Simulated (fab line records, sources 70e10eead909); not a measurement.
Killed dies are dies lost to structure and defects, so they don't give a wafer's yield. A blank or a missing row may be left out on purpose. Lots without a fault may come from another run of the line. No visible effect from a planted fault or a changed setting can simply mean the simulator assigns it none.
fab line records	flow nand-harc
[record] lots = 24	wafers = 72	last-day = 33
route steps=1302 shown P_M1@296 P_M2@335
lots that met no fault: taken from a fault-free run of the same line
start-h: hours from the record's first day to the start of the lot's first wafer shown	wait-h: time in hours since the lot's previous step	" the same as in the row above	L1.1+2: a single row standing in for several wafers	- value missing, or start not given	* or withheld: withheld	< > ~ a bound
route shown NAME@n: names a module that has steps shown in the file, with the first one's number in the route	usual: mean/standard deviation taken from wafers without a fault	same: alike in all rows	chamber/n: place in a boat	sites: the reading at each site	_std_site: standard deviation across them	_edge_site: inner sites' mean taken away from outer sites' mean	radius-mm: how far each site lies from the wafer's centre	mask NAME#n: copy n	behind: tool/chamber where the wafer was last shaped	hold: the reason the lot was held/the length of the hold in hours/how it ended	device: whichever transistor did not switch (one of n, p or np)	end of line: the route-end tests of the same wafers	a step without rows: its recipe alone	killed: dies that structure and defects cost at the first sort, which is not the same as the wafer's yield	map: a wafer's dies, x killed, . not, _ none there
set.NAME: the setting the step ran with; set.NAME@STEP: the setting that earlier step ran with	model.NAME: the simulator's own value behind a step, which no gauge read
the route's steps for a sample of lots (tables are steps, rows are wafers)
services: when a tool's chamber went out of use (start-h, in hours from the record's first day, below 0 if earlier), for how many hours, and the reason
[[steps]]
[step NHARC_P_M1_OVL_MEAS_10]
[recipe] pitch-nm = 260
[usual] overlay-x-nm = -0.1/1	overlay-y-nm = -0.2/0.83
lot.wafer	tool	chamber	start-h	wait-h	overlay-x-nm	overlay-y-nm
L074.1	overlay-02	-	133.22	-	-1.2	-0.7
L074.5	"	-	"	"	-1.5	-1.0
L074.6	"	-	"	"	-1.3	0.0
L075.2	overlay-01	-	140.03	-	1.0	-0.9
L075.3	"	-	"	"	0.7	-1.1
L075.6	"	-	"	"	0.8	-0.9
L076.2	overlay-02	-	146.41	-	-1.5	0.5
L076.4	"	-	"	"	-1.0	0.4
L076.6	"	-	"	"	-1.0	0.6
L077.1	overlay-01	-	156.82	-	-0.6	-0.2
L077.5	"	-	"	"	-0.5	-0.4
L077.6	"	-	"	"	-0.9	-0.2
L078.1	overlay-01	-	159.98	-	1.2	-1.2
L078.4	"	-	"	"	1.5	-0.6
L078.5	"	-	"	"	1.6	-1.5
L079.1	overlay-01	-	178.32	-	-1.3	-0.7
L079.3	"	-	"	"	-0.9	-0.5
L079.6	"	-	"	"	-0.6	-1.2
L080.1	overlay-02	-	184.18	-	0.8	1.5
L080.2	"	-	"	"	0.9	1.6
L080.6	"	-	"	"	1.1	1.4
L081.1	overlay-02	-	200.19	-	0.4	-0.4
L081.3	"	-	"	"	-0.1	0.1
L081.4	"	-	"	"	0.0	0.3
L082.1	overlay-02	-	201.80	-	-1.6	0.9
L082.2	"	-	"	"	-1.6	0.6
L082.3	"	-	"	"	-1.6	0.7
L083.3	overlay-02	-	214.69	-	0.7	0.5
L083.4	"	-	"	"	0.4	0.3
L083.5	"	-	"	"	0.2	0.1
L084.2	overlay-01	-	225.92	-	-0.6	-0.2
L084.3	"	-	"	"	-0.6	-0.3
L084.6	"	-	"	"	-0.7	0.0
L085.1	overlay-02	-	241.07	-	0.6	-0.2
L085.4	"	-	"	"	0.7	0.2
L085.6	"	-	"	"	0.8	0.2
L086.1	overlay-01	-	243.79	-	-1.2	-0.2
L086.4	"	-	"	"	-1.8	-0.3
L086.5	"	-	"	"	-0.7	-0.5
L087.2	overlay-01	-	268.15	-	-0.6	-0.6
L087.4	"	-	"	"	-0.6	-0.9
L087.5	"	-	"	"	-0.1	-0.9
L089.3	overlay-02	-	268.86	-	0.7	-0.7
L089.4	"	-	"	"	1.0	-0.6
L089.5	"	-	"	"	0.8	-0.4
L088.1	overlay-02	-	269.48	-	-1.0	0.7
L088.5	"	-	"	"	-1.2	0.4
L088.6	"	-	"	"	-1.5	0.1
L090.1	overlay-01	-	284.71	-	1.6	-2.1
L090.5	"	-	"	"	0.9	-2.3
L090.6	"	-	"	"	1.4	-2.6
L091.1	overlay-01	-	291.53	-	0.1	0.0
L091.3	"	-	"	"	0.5	0.5
L091.4	"	-	"	"	1.0	0.6
L092.1	overlay-02	-	303.01	-	-1.7	1.4
L092.2	"	-	"	"	-2.0	1.0
L092.4	"	-	"	"	-1.6	1.6
L093.2	overlay-02	-	312.49	-	-0.4	-0.4
L093.3	"	-	"	"	0.1	-1.3
L093.4	"	-	"	"	-0.5	-1.4
L094.3	overlay-02	-	326.43	-	-0.3	-0.8
L094.5	"	-	"	"	-0.5	-0.7
L094.6	"	-	"	"	-0.2	-0.5
L095.1	overlay-01	-	333.80	-	-0.2	-0.2
L095.3	"	-	"	"	-0.4	-1.0
L095.4	"	-	"	"	-0.7	-1.1
L096.4	overlay-01	-	344.60	-	1.4	0.3
L096.5	"	-	"	"	1.8	1.0
L096.6	"	-	"	"	2.0	1.1
L097.1	overlay-01	-	357.19	-	-0.5	-1.2
L097.4	"	-	"	"	-0.1	-0.5
L097.6	"	-	"	"	0.1	-0.5
[step NHARC_P_M1_CD_MEAS_16]
[usual] cd-nm = 129.8/0.62
lot.wafer	tool	chamber	start-h	wait-h	cd-nm
L074.1	cd-sem-03	-	133.62	-	130.5
L074.5	"	-	"	"	131.0
L074.6	"	-	"	"	130.5
L075.2	cd-sem-02	-	140.44	-	130.7
L075.3	"	-	"	"	130.1
L075.6	"	-	"	"	129.8
L076.2	cd-sem-03	-	146.82	-	129.0
L076.4	"	-	"	"	130.4
L076.6	"	-	"	"	129.0
L077.1	cd-sem-01	-	157.22	-	130.1
L077.5	"	-	"	"	130.5
L077.6	"	-	"	"	130.7
L078.1	cd-sem-02	-	160.38	-	128.9
L078.4	"	-	"	"	129.1
L078.5	"	-	"	"	129.0
L079.1	cd-sem-01	-	178.72	-	129.0
L079.3	"	-	"	"	129.5
L079.6	"	-	"	"	129.7
L080.1	cd-sem-02	-	184.64	-	130.0
L080.2	"	-	"	"	130.6
L080.6	"	-	"	"	131.0
L081.1	cd-sem-02	-	200.60	-	129.6
L081.3	"	-	"	"	130.3
L081.4	"	-	"	"	129.6
L082.1	cd-sem-02	-	202.21	-	130.4
L082.2	"	-	"	"	130.5
L082.3	"	-	"	"	130.8
L083.3	cd-sem-03	-	215.09	-	129.8
L083.4	"	-	"	"	130.3
L083.5	"	-	"	"	129.2
L084.2	cd-sem-01	-	226.33	-	129.7
L084.3	"	-	"	"	130.2
L084.6	"	-	"	"	129.2
L085.1	cd-sem-02	-	241.47	-	129.8
L085.4	"	-	"	"	129.8
L085.6	"	-	"	"	129.9
L086.1	cd-sem-03	-	244.19	-	131.0
L086.4	"	-	"	"	130.9
L086.5	"	-	"	"	130.8
L087.2	cd-sem-02	-	268.55	-	129.9
L087.4	"	-	"	"	129.8
L087.5	"	-	"	"	129.7
L089.3	cd-sem-03	-	269.32	-	129.1
L089.4	"	-	"	"	129.4
L089.5	"	-	"	"	129.6
L088.1	cd-sem-03	-	269.88	-	128.7
L088.5	"	-	"	"	128.8
L088.6	"	-	"	"	129.4
L090.1	cd-sem-02	-	285.12	-	128.7
L090.5	"	-	"	"	129.0
L090.6	"	-	"	"	130.2
L091.1	cd-sem-02	-	291.97	-	129.4
L091.3	"	-	"	"	129.7
L091.4	"	-	"	"	129.9
L092.1	cd-sem-03	-	303.43	-	129.9
L092.2	"	-	"	"	129.1
L092.4	"	-	"	"	129.1
L093.2	cd-sem-01	-	312.94	-	129.4
L093.3	"	-	"	"	129.2
L093.4	"	-	"	"	129.5
L094.3	cd-sem-02	-	326.97	0.1	129.1
L094.5	"	-	"	"	129.3
L094.6	"	-	"	"	129.4
L095.1	cd-sem-01	-	334.21	-	129.6
L095.3	"	-	"	"	129.7
L095.4	"	-	"	"	130.1
L096.4	cd-sem-03	-	345.01	-	129.2
L096.5	"	-	"	"	129.4
L096.6	"	-	"	"	130.5
L097.1	cd-sem-03	-	357.61	-	130.0
L097.4	"	-	"	"	129.2
L097.6	"	-	"	"	130.3
[step NHARC_P_M1_PVD_21]
[recipe] target-thk-a = 300	chamber-pressure-pa = 5	power-w = 5000	substrate-temp-c = 30	time-s = 20.49	material = Cu
[usual] throttle-valve-pct = 30.4/0.91
lot.wafer	tool	chamber	start-h	wait-h	throttle-valve-pct
L074.1	pvd-sputter-01	-	-	-	29.8
L074.5	"	-	"	"	30.5
L074.6	"	-	"	"	29.8
L075.3	pvd-sputter-02	-	-	-	31.3
L075.2	"	-	"	"	28.6
L075.6	"	-	"	"	31.5
L076.4	pvd-sputter-02	-	-	-	31.3
L076.2	"	-	"	"	31.0
L076.6	"	-	"	"	31.4
L077.1	pvd-sputter-02	-	-	-	31.6
L077.5	"	-	"	"	28.8
L077.6	"	-	"	"	31.8
L078.4	pvd-sputter-02	-	-	-	31.4
L078.1	"	-	"	"	31.1
L078.5	"	-	"	"	31.6
L079.3	pvd-sputter-01	-	-	-	30.3
L079.1	"	-	"	"	29.5
L079.6	"	-	"	"	30.7
L080.2	pvd-sputter-01	-	-	-	30.0
L080.1	"	-	"	"	29.5
L080.6	"	-	"	"	30.0
L081.3	pvd-sputter-02	-	-	-	31.4
L081.1	"	-	"	"	31.4
L081.4	"	-	"	"	31.1
L082.2	pvd-sputter-01	-	-	-	29.7
L082.3	"	-	"	"	30.8
L082.1	"	-	"	"	31.1
L083.4	pvd-sputter-03	-	-	-	29.9
L083.3	"	-	"	"	28.9
L083.5	"	-	"	"	29.4
L084.2	pvd-sputter-02	-	-	-	28.8
L084.3	"	-	"	"	31.7
L084.6	"	-	"	"	31.1
L085.4	pvd-sputter-01	-	-	-	30.5
L085.1	"	-	"	"	29.8
L085.6	"	-	"	"	30.4
L086.1	pvd-sputter-02	-	-	-	31.6
L086.4	"	-	"	"	31.3
L086.5	"	-	"	"	31.6
L087.4	pvd-sputter-01	-	-	-	30.1
L087.2	"	-	"	"	30.3
L087.5	"	-	"	"	29.9
L089.4	pvd-sputter-03	-	-	-	29.1
L089.3	"	-	"	"	30.8
L089.5	"	-	"	"	29.5
L088.1	pvd-sputter-02	-	-	-	31.7
L088.6	"	-	"	"	31.5
L088.5	"	-	"	"	31.7
L090.1	pvd-sputter-03	-	-	-	29.2
L090.5	"	-	"	"	29.1
L090.6	"	-	"	"	31.0
L091.1	pvd-sputter-03	-	-	-	30.6
L091.3	"	-	"	"	30.1
L091.4	"	-	"	"	29.3
L092.4	pvd-sputter-01	-	-	-	30.2
L092.1	"	-	"	"	29.9
L092.2	"	-	"	"	30.6
L093.2	pvd-sputter-01	-	-	-	30.9
L093.4	"	-	"	"	30.2
L093.3	"	-	"	"	30.0
L094.3	pvd-sputter-02	-	-	-	31.3
L094.6	"	-	"	"	28.8
L094.5	"	-	"	"	30.8
L095.3	pvd-sputter-03	-	-	-	30.0
L095.1	"	-	"	"	29.3
L095.4	"	-	"	"	30.6
L096.4	pvd-sputter-01	-	-	-	30.9
L096.5	"	-	"	"	31.1
L096.6	"	-	"	"	30.3
L097.1	pvd-sputter-02	-	-	-	30.6
L097.4	"	-	"	"	31.0
L097.6	"	-	"	"	28.9
[step NHARC_P_M1_ANNEAL_31]
[recipe] temp-c = 225	time-s = 90
[usual] wafer_temp_C_max = 226.0/0.45
lot.wafer	tool	chamber	start-h	wait-h	wafer_temp_C_max
L074.1	rtp-anneal-01	0	135.07	-	225.8
L074.5	"	0	"	"	225.8
L074.6	"	0	"	"	225.6
L075.2	rtp-anneal-02	0	141.93	0.3	226.9
L075.3	"	0	"	"	226.2
L075.6	"	0	"	"	226.1
L076.2	rtp-anneal-02	0	148.32	-	226.5
L076.4	"	0	"	"	226.7
L076.6	"	0	"	"	226.5
L077.1	rtp-anneal-01	0	158.78	0.4	225.7
L077.5	"	0	"	"	225.7
L077.6	"	0	"	"	225.5
L078.1	rtp-anneal-01	0	161.83	0.3	225.3
L078.4	"	0	"	"	225.6
L078.5	"	0	"	"	225.3
L079.1	rtp-anneal-01	0	180.17	0.3	225.6
L079.3	"	0	"	"	225.7
L079.6	"	0	"	"	226.1
L080.1	rtp-anneal-01	0	186.09	0.3	225.6
L080.2	"	0	"	"	225.7
L080.6	"	0	"	"	225.7
L081.1	rtp-anneal-02	0	202.05	-	226.2
L081.3	"	0	"	"	226.7
L081.4	"	0	"	"	227.1
L082.1	rtp-anneal-02	0	203.67	0.3	226.9
L082.2	"	0	"	"	226.4
L082.3	"	0	"	"	226.1
L083.3	rtp-anneal-01	0	216.66	-	225.9
L083.4	"	0	"	"	225.7
L083.5	"	0	"	"	225.7
L084.2	rtp-anneal-02	0	227.84	0.3	226.0
L084.3	"	0	"	"	226.3
L084.6	"	0	"	"	226.3
L085.1	rtp-anneal-02	0	242.96	0.3	226.3
L085.4	"	0	"	"	226.6
L085.6	"	0	"	"	226.3
L086.1	rtp-anneal-01	0	245.65	0.3	225.7
L086.4	"	0	"	"	225.5
L086.5	"	0	"	"	225.5
L087.2	rtp-anneal-01	0	270.08	-	225.6
L087.4	"	0	"	"	225.7
L087.5	"	0	"	"	225.5
L089.3	rtp-anneal-02	0	270.93	0.3	226.5
L089.4	"	0	"	"	226.7
L089.5	"	0	"	"	226.3
L088.1	rtp-anneal-01	0	271.32	-	225.7
L088.5	"	0	"	"	225.6
L088.6	"	0	"	"	225.4
L090.1	rtp-anneal-02	0	286.58	0.3	226.2
L090.5	"	0	"	"	226.7
L090.6	"	0	"	"	226.9
L091.1	rtp-anneal-02	0	293.50	0.3	226.3
L091.3	"	0	"	"	226.3
L091.4	"	0	"	"	226.1
L092.1	rtp-anneal-02	0	304.99	-	226.4
L092.2	"	0	"	"	226.5
L092.4	"	0	"	"	226.7
L093.2	rtp-anneal-01	0	314.47	-	225.6
L093.3	"	0	"	"	225.7
L093.4	"	0	"	"	226.0
L094.3	rtp-anneal-02	0	328.53	-	225.9
L094.5	"	0	"	"	226.3
L094.6	"	0	"	"	226.1
L095.1	rtp-anneal-02	0	335.68	-	226.3
L095.3	"	0	"	"	226.3
L095.4	"	0	"	"	226.4
L096.4	rtp-anneal-01	0	346.61	0.4	225.1
L096.5	"	0	"	"	225.3
L096.6	"	0	"	"	225.5
L097.1	rtp-anneal-02	0	359.30	-	226.2
L097.4	"	0	"	"	226.8
L097.6	"	0	"	"	226.2
[step NHARC_P_M2_STRIP_18]
[recipe] power-w = 1000	n2-flow-sccm = 150	h2-flow-sccm = 150	ar-flow-sccm = 0	bias-w = 0	chemistry = N2/H2
[usual] drypump-motor-current-A = 5.7/0.38	mfc-ar-sccm = 0.009/0.011	oes-product-au = 1.001/0.007	power-w = 1000/3.2	rf-vpp-V = 90.8/0.91	showerhead-plenum-p-Torr = 2.09/0.086	throttle-valve-pct = 14.172/0.0085
lot.wafer	tool	chamber	start-h	wait-h	drypump-motor-current-A	mfc-ar-sccm	oes-product-au	power-w	rf-hours-counter-h	rf-vpp-V	showerhead-plenum-p-Torr	throttle-valve-pct
L074.1	rie-diel-01	2	137.88	0.1	5.3	0.019	0.995	996	6.3	92.1	2.19	14.159
L074.6	"	1	"	"	5.9	0.026	1.014	1003	-	92.3	2.18	14.187
L074.5	"	2	"	"	5.3	0.019	0.992	999	-	91.1	2.19	14.184
L075.2	rie-diel-05	2	144.55	0.1	5.6	0.010	1.010	996	5.2	89.9	2.01	14.179
L075.3	"	3	"	"	6.0	0	1.011	1001	4.3	89.4	2.10	14.165
L075.6	"	2	"	"	5.6	0.010	1.006	999	-	90.6	2.01	14.186
L076.2	rie-diel-05	1	151.04	0.1	6.5	0.026	0.998	1004	4.6	90.9	2.19	14.164
L076.4	"	2	"	"	5.6	0.010	1.000	1002	5.3	91.2	2.01	14.170
L076.6	"	2	"	"	5.6	0.010	1.002	990	-	90.9	2.01	14.167
L077.1	rie-diel-04	1	161.81	0.1	5.9	0.012	0.994	999	7.0	91.4	2.19	14.170
L077.5	"	0	"	"	5.6	0	0.989	999	-	90.8	1.99	14.168
L077.6	"	1	"	"	5.9	0.012	0.994	998	-	92.1	2.19	14.164
L078.1	rie-diel-05	0	164.65	0.1	6.1	0.002	1.004	1002	4.9	89.3	1.96	14.170
L078.4	"	1	"	"	6.5	0.026	0.998	1003	6.0	91.8	2.19	14.170
L078.5	"	3	"	"	6.0	0	0.989	994	-	90.4	2.10	14.170
L079.1	rie-diel-05	3	183.11	0.1	6.0	0	1.000	1008	6.2	90.5	2.10	14.181
L079.3	"	0	"	"	6.1	0.002	1.001	1001	5.9	91.5	1.96	14.177
L079.6	"	2	"	"	5.6	0.010	1.005	998	-	91.4	2.01	14.168
L080.2	rie-diel-05	3	188.90	0.1	6.0	0	1.005	999	6.9	92.3	2.10	14.171
L080.1	"	1	"	"	6.5	0.026	0.999	999	7.8	91.4	2.19	14.160
L080.6	"	3	"	"	6.0	0	1.008	1004	-	90.4	2.10	14.176
L081.1	rie-diel-04	3	204.85	0.1	5.4	0	1.003	1004	1.3	91.6	2.09	14.161
L081.4	"	1	"	"	5.9	0.012	0.980	1000	1.1	90.2	2.19	14.164
L081.3	"	2	"	"	5.7	0.001	1.006	1000	1.1	88.6	1.97	14.180
L082.3	rie-diel-05	2	206.42	0.1	5.6	0.010	1.000	1003	9.3	90.4	2.01	14.164
L082.2	"	3	"	"	6.0	0	1.002	1004	8.0	89.6	2.10	14.173
L082.1	"	1	"	"	6.5	0.026	0.996	998	8.5	90.5	2.19	14.161
L083.4	rie-diel-05	0	219.25	0.1	6.1	0.002	0.995	1006	8.6	92.1	1.96	14.183
L083.3	"	1	"	"	6.4	0.026	1.003	997	9.2	90.8	2.19	14.176
L083.5	"	2	"	"	5.6	0.010	1.003	1000	-	89.6	2.01	14.161
L084.3	rie-diel-04	2	230.47	0.1	5.7	0.001	1.006	995	2.2	90.5	1.97	14.162
L084.2	"	0	"	"	5.6	0	1.006	1000	1.9	89.4	1.99	14.188
L084.6	"	1	"	"	5.9	0.012	0.994	1001	-	93.0	2.19	14.173
L085.1	rie-diel-04	0	245.70	0.1	5.6	0	1.017	1001	2.3	89.3	1.99	14.168
L085.4	"	1	"	"	5.9	0.012	0.999	1000	2.7	90.0	2.19	14.168
L085.6	"	0	"	"	5.6	0	1.020	1001	-	89.9	1.99	14.171
L086.4	rie-diel-04	0	248.33	0.1	5.6	0	0.996	1005	2.6	89.2	1.99	14.176
L086.1	"	1	"	"	5.9	0.012	0.993	997	2.9	91.6	2.19	14.144
L086.5	"	0	"	"	5.6	0	1.005	1005	-	90.5	1.99	14.188
L087.4	rie-diel-01	1	272.85	0.1	5.9	0.026	0.991	998	2.9	91.4	2.18	14.170
L087.2	"	3	"	"	5.5	0.033	0.992	1000	3.3	90.6	2.17	14.182
L087.5	"	1	"	"	5.9	0.026	1.005	998	-	92.5	2.18	14.180
L089.3	rie-diel-01	3	273.50	0.1	5.4	0.033	0.991	1001	3.3	92.1	2.17	14.178
L089.4	"	2	"	"	5.3	0.019	1.014	994	3.1	91.8	2.18	14.163
L089.5	"	3	"	"	5.4	0.033	1.003	1003	-	91.4	2.17	14.176
L088.1	rie-diel-04	0	274.20	0.1	5.6	0	1.012	1001	4.3	91.2	1.99	14.160
L088.6	"	1	"	"	5.9	0.012	0.998	1001	-	91.0	2.19	14.164
L088.5	"	2	"	"	5.7	0.001	1.004	997	-	90.2	1.97	14.161
L090.1	rie-diel-04	0	289.40	0.1	5.6	0	0.998	1003	5.0	90.5	1.99	14.165
L090.5	"	2	"	"	5.7	0.001	0.991	999	-	89.4	1.97	14.187
L090.6	"	3	"	"	5.4	0	0.989	1003	-	91.3	2.09	14.175
L091.3	rie-diel-05	2	296.29	0.1	5.6	0.010	1.000	1003	2.0	89.7	2.01	14.184
L091.1	"	0	"	"	6.1	0.002	0.997	997	2.0	92.2	1.96	14.176
L091.4	"	1	"	"	6.5	0.026	1.000	999	2.3	92.1	2.19	14.174
L092.4	rie-diel-05	1	307.82	0.1	6.5	0.026	1.004	1001	3.2	91.1	2.19	14.170
L092.2	"	2	"	"	5.6	0.010	1.000	998	3.0	90.5	2.01	14.157
L092.1	"	3	"	"	5.9	0	1.016	999	3.0	90.3	2.10	14.176
L093.2	rie-diel-01	2	317.22	0.1	5.3	0.019	1.004	1002	6.2	91.6	2.18	14.180
L093.4	"	3	"	"	5.5	0.033	0.992	998	6.9	90.4	2.16	14.162
L093.3	"	0	"	"	4.8	0	1.000	999	7.5	90.6	2.13	14.164
L094.3	rie-diel-04	1	331.18	0.2	5.9	0.012	1.009	1004	-	91.2	2.19	14.167
L094.6	"	1	"	"	5.9	0.012	0.991	1000	-	91.0	2.19	14.175
L094.5	"	0	"	"	5.6	0	1.004	1001	-	89.9	1.99	14.174
L095.1	rie-diel-04	0	338.50	0.1	5.6	0	1.014	999	6.8	89.4	1.99	14.165
L095.3	"	3	"	"	5.4	0	1.011	1001	7.4	90.9	2.09	14.171
L095.4	"	1	"	"	5.9	0.012	1.011	1001	-	92.2	2.19	14.183
L096.4	rie-diel-01	1	349.16	0.1	5.9	0.026	0.997	1001	8.3	92.2	2.18	14.190
L096.5	"	3	"	"	5.5	0.033	0.997	998	-	90.5	2.16	14.160
L096.6	"	0	"	"	4.8	0	0.993	1003	-	91.0	2.13	14.176
L097.1	rie-diel-05	1	361.97	0.1	6.5	0.026	1.001	1005	5.8	91.0	2.18	14.175
L097.4	"	2	"	"	5.6	0.010	0.999	1001	5.9	90.1	2.01	14.167
L097.6	"	3	"	"	6.0	0	1.007	1001	-	89.5	2.10	14.173
[step NHARC_P_M2_PRE_CLEAN_32]
[recipe] time-s = 12	temp-c = 370	rf-power-w = 300	gas = NH3
[usual] heater-power-w = 602/54
lot.wafer	tool	chamber	start-h	wait-h	heater-power-w
L074.1	pecvd-02	2	140.13	0.1	563
L074.6	"	0	"	"	591
L074.5	"	1	"	"	640
L075.3	pecvd-02	0	146.79	0.1	601
L075.2	"	2	"	"	645
L075.6	"	2	"	"	655
L076.2	pecvd-03	2	153.32	0.1	695
L076.6	"	0	"	"	708
L076.4	"	1	"	"	600
L077.1	pecvd-03	2	164.07	0.1	756
L077.5	"	0	"	"	611
L077.6	"	1	"	"	545
L078.1	pecvd-01	2	166.88	0.1	548
L078.4	"	1	"	"	589
L078.5	"	1	"	"	591
L079.3	pecvd-01	2	185.42	0.1	616
L079.1	"	0	"	"	570
L079.6	"	1	"	"	620
L080.1	pecvd-02	2	191.19	0.1	588
L080.2	"	0	"	"	571
L080.6	"	2	"	"	597
L081.1	pecvd-01	0	207.12	0.1	493
L081.3	"	1	"	"	582
L081.4	"	0	"	"	500
L082.3	pecvd-02	0	208.68	0.1	594
L082.2	"	1	"	"	609
L082.1	"	2	"	"	638
L083.3	pecvd-03	0	221.48	0.1	592
L083.4	"	0	"	"	599
L083.5	"	2	"	"	681
L084.2	pecvd-01	1	232.71	0.1	663
L084.3	"	0	"	"	530
L084.6	"	2	"	"	525
L085.1	pecvd-02	0	248.02	0.1	627
L085.4	"	1	"	"	628
L085.6	"	0	"	"	612
L086.1	pecvd-01	0	250.59	0.1	573
L086.4	"	0	"	"	568
L086.5	"	1	"	"	618
L087.2	pecvd-02	0	275.15	0.1	616
L087.5	"	1	"	"	615
L087.4	"	2	"	"	653
L089.3	pecvd-01	0	275.93	0.1	575
L089.4	"	1	"	"	671
L089.5	"	2	"	"	576
L088.1	pecvd-02	2	276.45	0.1	627
L088.6	"	1	"	"	641
L088.5	"	0	"	"	643
L090.1	pecvd-01	0	291.78	0.1	573
L090.5	"	0	"	"	563
L090.6	"	1	"	"	659
L091.1	pecvd-02	2	298.55	0.1	554
L091.3	"	1	"	"	648
L091.4	"	0	"	"	532
L092.1	pecvd-01	2	310.06	0.1	511
L092.2	"	1	"	"	642
L092.4	"	1	"	"	630
L093.2	pecvd-02	0	319.54	0.1	536
L093.3	"	1	"	"	564
L093.4	"	0	"	"	542
L094.3	pecvd-01	2	333.55	0.1	551
L094.5	"	0	"	"	502
L094.6	"	1	"	"	584
L095.3	pecvd-03	2	340.84	0.1	617
L095.1	"	1	"	"	600
L095.4	"	0	"	"	644
L096.5	pecvd-02	2	351.41	0.1	662
L096.6	"	0	"	"	637
L096.4	"	1	"	"	558
L097.1	pecvd-01	1	364.19	0.1	571
L097.4	"	2	"	"	498
L097.6	"	0	"	"	483
[[services]]
tool	chamber	start-h	hours	kind
rie-diel-01	-	124.55	0.7	repair
pecvd-01	-	130.09	13.0	pm
pvd-sputter-01	-	130.55	2.9	repair
pecvd-01	0	147.14	23.7	repair
rie-diel-01	3	158.58	3.0	repair
rie-diel-04	0	177.67	24.1	repair
rie-diel-04	-	177.90	9.0	pm
pvd-sputter-03	-	178.60	0.6	repair
pecvd-02	-	182.51	0.5	repair
pvd-sputter-03	-	189.77	0.6	repair
rie-diel-01	-	203.80	9.0	pm
pvd-sputter-01	-	226.00	10.0	pm
rie-diel-05	-	229.60	9.0	pm
pecvd-02	-	250.69	13.0	pm
pvd-sputter-01	-	262.44	5.5	repair
rie-diel-04	-	279.04	0.5	repair
pvd-sputter-02	-	282.07	10.0	pm
rie-diel-04	2	293.35	1.4	repair
rie-diel-04	2	309.20	31.1	repair
pecvd-01	-	311.32	13.0	pm
rie-diel-05	1	320.73	5.1	repair
rie-diel-05	2	322.31	4.4	repair
rie-diel-04	3	327.38	4.0	repair
rie-diel-04	-	354.90	9.0	pm
[[key]]
fault none
